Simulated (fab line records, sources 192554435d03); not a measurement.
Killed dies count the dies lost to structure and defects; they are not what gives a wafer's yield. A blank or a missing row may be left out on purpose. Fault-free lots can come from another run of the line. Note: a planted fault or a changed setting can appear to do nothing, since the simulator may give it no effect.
Which of the tools did it? ; flow n5Finfet ; 27 wafers from 9 lots sampled at 5 of the route's 1938 steps

WHAT THE GAUGES READ, wafer by wafer
N5_BEOL_M4_RC_MEAS_101. Usual: DIBL_N 36.1 mV/V, standard deviation 1.6; DIBL_P 35.8 mV/V, standard deviation 2; IOFF_N 0.157 nA/um, standard deviation 0.029; IOFF_P 0.21 nA/um, standard deviation 0.034; ION_N 677 uA/um, standard deviation 13; ION_P 465 uA/um, standard deviation 8.1; SS_N 71.3 mV/dec, standard deviation 0.61; SS_P 73.2 mV/dec, standard deviation 0.65; VT_N 249 mV, standard deviation 3.3; VT_P -250 mV, standard deviation 3.2.
lot;measured;on;DIBL_N (mV/V);DIBL_P (mV/V);IOFF_N (nA/um);IOFF_P (nA/um);ION_N (uA/um);ION_P (uA/um);SS_N (mV/dec);SS_P (mV/dec);VT_N (mV);VT_P (mV);flag
L403;day 9 13:23;prober-02;37.6 35.0 36.7;37.7 34.2 37.0;0.208 0.148 0.181;0.24 0.19 0.23;694 678 676;467 468 460;71.5 71.5 71.1;74.4 73.2 73.8;245 247 247;-250 -250 -248;
L408;day 10 16:06;prober-02;36.2 38.4 38.0;36.1 37.5 37.2;0.169 0.224 0.212;0.23 0.26 0.26;684 684 685;462 466 470;71.8 72.4 72.3;73.3 74.9 74.6;250 246 244;-249 -246 -248;
L409;day 11 00:16;prober-01;34.5 35.3 35.4;34.7 34.3 34.9;0.136 0.138 0.137;0.18 0.16 0.17;683 655 667;459 444 452;70.8 71.7 71.6;73.2 73.0 72.5;250 251 249;-252 -254 -254;
L410;day 11 03:11;prober-01;36.5 34.9 35.6;36.5 34.3 35.2;0.151 0.124 0.141;0.23 0.20 0.22;683 667 663;471 464 460;70.4 71.1 70.9;72.7 73.2 73.1;249 254 252;-248 -251 -249;
L412;day 11 17:14;prober-01;33.2 35.7 34.5;31.2 34.0 32.1;0.101 0.127 0.107;0.13 0.16 0.14;667 663 642;457 454 443;70.6 71.1 71.7;72.3 73.0 72.6;255 255 258;-259 -256 -259;
L417;day 13 03:49;prober-02;33.8 37.7 32.5;33.2 38.7 32.0;0.129 0.219 0.116;0.17 0.25 0.15;678 695 671;465 464 461;70.3 72.5 70.9;72.9 74.6 72.7;249 243 254;-253 -246 -254;
L424;day 14 09:38;prober-02;36.3 34.6 37.7;36.8 35.0 38.3;0.149 0.125 0.171;0.21 0.17 0.22;681 665 680;467 463 469;71.3 71.1 71.8;72.9 73.0 73.6;248 251 250;-253 -256 -250;
L425;day 14 13:03;prober-02;37.0 38.2 36.7;38.1 39.0 37.3;0.190 0.210 0.182;0.24 0.25 0.23;696 696 685;478 474 468;70.9 71.6 71.7;74.2 73.7 73.2;244 242 248;-249 -248 -246;
L426;day 15 06:53;prober-02;37.4 37.5 36.9;38.5 37.4 37.8;0.181 0.181 0.172;0.25 0.24 0.24;683 694 696;464 476 480;72.0 72.1 71.8;73.1 73.9 73.8;248 246 249;-249 -248 -249;

WHICH TOOL RAN EACH LOT (tool, then ch and the chambers of the sampled wafers, then the start)
lot;N5_BEOL_M4_STRIP_19;N5_BEOL_M4_DESCUM_33;N5_BEOL_M4_ALD_98;N5_BEOL_M4_ETCH_41
L403;rieDiel-03 ch 1,2,3, day 8 11:24;rieDiel-03 ch 1,2,3, day 8 11:59;aldSin-02 ch 0,2, day 8 12:07;rieDiel-01 ch 1,3, day 9 13:23 or earlier
L408;rieDiel-01 ch 0,3, day 9 10:57;rieDiel-05 ch 0,1,2, day 9 11:29;aldSin-04 ch 0,1,2, day 9 11:37;rieDiel-01 ch 0,1,2, day 10 16:06 or earlier
L409;rieDiel-05 ch 1,2, day 10 07:49;rieDiel-03 ch 0,1,3, day 10 08:19;aldSin-01 ch 1,2,3, day 10 08:28;rieDiel-01 ch 0,2,3, day 11 00:16 or earlier
L410;rieDiel-01 ch 0,1,2, day 10 07:51;rieDiel-05 ch 0,1,2, day 10 08:31;aldSin-01 ch 0,2, day 10 08:46;rieDiel-05 ch 0,3, day 11 03:11 or earlier
L412;rieDiel-03 ch 0,2, day 10 17:41;rieDiel-01 ch 0,1,3, day 10 18:19;aldSin-04 ch 1,2, day 10 18:27;rieDiel-01 ch 0,2,3, day 11 17:14 or earlier
L417;rieDiel-05 ch 0,1,2, day 12 00:13;rieDiel-01 ch 0,2,3, day 12 01:23;aldSin-02 ch 1,3, day 12 01:31;rieDiel-01 ch 0,1,3, day 13 03:49 or earlier
L424;rieDiel-03 ch 1,2,3, day 13 23:59;rieDiel-03 ch 0,1,3, day 14 00:53;aldSin-04 ch 0,1,3, day 14 01:13;rieDiel-05 ch 0,1,2, day 14 09:38 or earlier
L425;rieDiel-05 ch 0,1,3, day 14 01:11;rieDiel-03 ch 1,2, day 14 01:43;aldSin-04 ch 1,2,3, day 14 02:05;rieDiel-01 ch 1,2, day 14 13:03 or earlier
L426;rieDiel-05 ch 1,2,3, day 14 10:31;rieDiel-05 ch 0,1, day 14 11:01;aldSin-01 ch 2,3, day 14 11:10;rieDiel-01 ch 1,2,3, day 15 06:53 or earlier
- N5_BEOL_M4_STRIP_19: strips in O2.
- N5_BEOL_M4_DESCUM_33: chemistry O2, time 7 s.
- N5_BEOL_M4_ALD_98: deposits SiO2, target thk 2.5 nm, pulse time 1 s, co reactant pulse time 1 s.
- N5_BEOL_M4_ETCH_41: etches SiCN in CH3F/O2, target depth 29.9 nm, time 52.5 s.

WHAT THE TOOLS THEMSELVES READ (means of the sampled wafers that have a number; where no wafer has one, the mark that the record gives instead)
N5_BEOL_M4_STRIP_19. Usual: drypumpMotorCurrentA 5.7 A, standard deviation 0.36; oesProductAu 0.82 a.u., standard deviation 0.078; rfVppV 3.6 V, standard deviation 0.43; showerheadPlenumPTorr 2.11 Torr, standard deviation 0.097; throttleValvePct 16.65 %, standard deviation 0.24.
lot;tool;drypumpMotorCurrentA (A);oesProductAu (a.u.);rfVppV (V);showerheadPlenumPTorr (Torr);throttleValvePct (%);flag
L403;rieDiel-03;5.8;0.76;3.9;2.10;16.76;
L408;rieDiel-01;6.2;0.88;3.4;2.17;16.75;
L409;rieDiel-05;5.6;0.87;3.6;2.10;16.53;
L410;rieDiel-01;5.5;0.88;3.8;2.04;16.46;
L412;rieDiel-03;5.7;0.76;3.9;2.07;16.82;
L417;rieDiel-05;5.6;0.80;3.6;2.07;16.76;
L424;rieDiel-03;5.9;0.80;3.5;2.18;16.69;
L425;rieDiel-05;5.5;0.81;3.1;2.03;16.76;
L426;rieDiel-05;5.6;0.83;3.6;2.13;16.63;

N5_BEOL_M4_DESCUM_33. Usual: drypumpMotorCurrentA 5.8 A, standard deviation 0.39; oesProductAu 0.83 a.u., standard deviation 0.075; rfVppV 243.4 V, standard deviation 1.7; showerheadPlenumPTorr 2.11 Torr, standard deviation 0.096; throttleValvePct 20.42 %, standard deviation 0.23.
lot;tool;drypumpMotorCurrentA (A);oesProductAu (a.u.);rfVppV (V);showerheadPlenumPTorr (Torr);throttleValvePct (%);flag
L403;rieDiel-03;5.8;0.77;243.4;2.10;20.54;
L408;rieDiel-05;5.6;0.83;243.0;2.07;20.51;
L409;rieDiel-03;5.8;0.83;244.2;2.17;20.28;
L410;rieDiel-05;5.5;0.82;242.6;2.07;20.51;
L412;rieDiel-01;5.9;0.85;243.0;2.10;20.48;
L417;rieDiel-01;5.7;0.85;243.0;2.09;20.35;
L424;rieDiel-03;5.9;0.79;243.4;2.16;20.33;
L425;rieDiel-03;5.6;0.88;245.6;2.23;20.49;
L426;rieDiel-05;5.6;0.77;241.0;1.96;20.69;

N5_BEOL_M4_ALD_98. Usual: heaterPowerW 76 W, standard deviation 4; precursorPulseHeightRel 1.000, standard deviation 0.019; susceptorTempC 100.01 C, standard deviation 0.13.
lot;tool;heaterPowerW (W);precursorPulseHeightRel;susceptorTempC (C);flag
L403;aldSin-02;83;1.013;100.05;
L408;aldSin-04;75;1.001;99.92;
L409;aldSin-01;77;1.003;100.11;
L410;aldSin-01;77;1.002;99.99;
L412;aldSin-04;76;1.011;100.03;
L417;aldSin-02;72;1.003;100.23;
L424;aldSin-04;75;0.989;99.95;
L425;aldSin-04;73;0.984;99.90;
L426;aldSin-01;77;1.014;100.08;

N5_BEOL_M4_ETCH_41. Usual: biasW 75.02 W, standard deviation 0.21; drypumpMotorCurrentA 5.8 A, standard deviation 0.46; oesProductAu 0.85 a.u., standard deviation 0.043; rfVppV 297.5 V, standard deviation 1.8; showerheadPlenumPTorr 2.01 Torr, standard deviation 0.087; throttleValvePct 16.27 %, standard deviation 0.21.
lot;tool;biasW (W);drypumpMotorCurrentA (A);oesProductAu (a.u.);rfVppV (V);showerheadPlenumPTorr (Torr);throttleValvePct (%);flag
L403;rieDiel-01;75.06;6.0;0.87;297.7;2.01;16.27;
L408;rieDiel-01;75.16;5.5;0.88;296.3;1.95;16.13;
L409;rieDiel-01;75.13;5.7;0.87;298.3;2.01;16.27;
L410;rieDiel-05;75.06;5.5;0.83;296.3;1.91;16.52;
L412;rieDiel-01;75.01;5.7;0.87;297.3;2.01;16.28;
L417;rieDiel-01;74.95;6.0;0.84;297.3;2.01;16.38;
L424;rieDiel-05;75.05;5.6;0.79;297.4;1.96;16.40;
L425;rieDiel-01;75.12;5.3;0.84;296.5;1.93;16.09;
L426;rieDiel-01;75.10;5.8;0.82;297.6;2.00;16.29;

THE ANSWER, worked out from the rows above alone
Rule: take the mean of a lot's wafers that have a number; if it is more than 3 standard deviations from the usual mean, the lot is off. A lot without any number at a reading at which 4 lots or more have one is off too. Any other lot the step has rows for is counted as sound. The gauges are gone through in route order, then the tools' own readings, and for those a lot's mean is taken as printed above. At the first step where some lot is off, the reading lying furthest off is the one used; lots without a number count as furthest.
No lot is off at any reading shown: from this, nothing can be told.

WHAT THE SIMULATOR HAD INSERTED
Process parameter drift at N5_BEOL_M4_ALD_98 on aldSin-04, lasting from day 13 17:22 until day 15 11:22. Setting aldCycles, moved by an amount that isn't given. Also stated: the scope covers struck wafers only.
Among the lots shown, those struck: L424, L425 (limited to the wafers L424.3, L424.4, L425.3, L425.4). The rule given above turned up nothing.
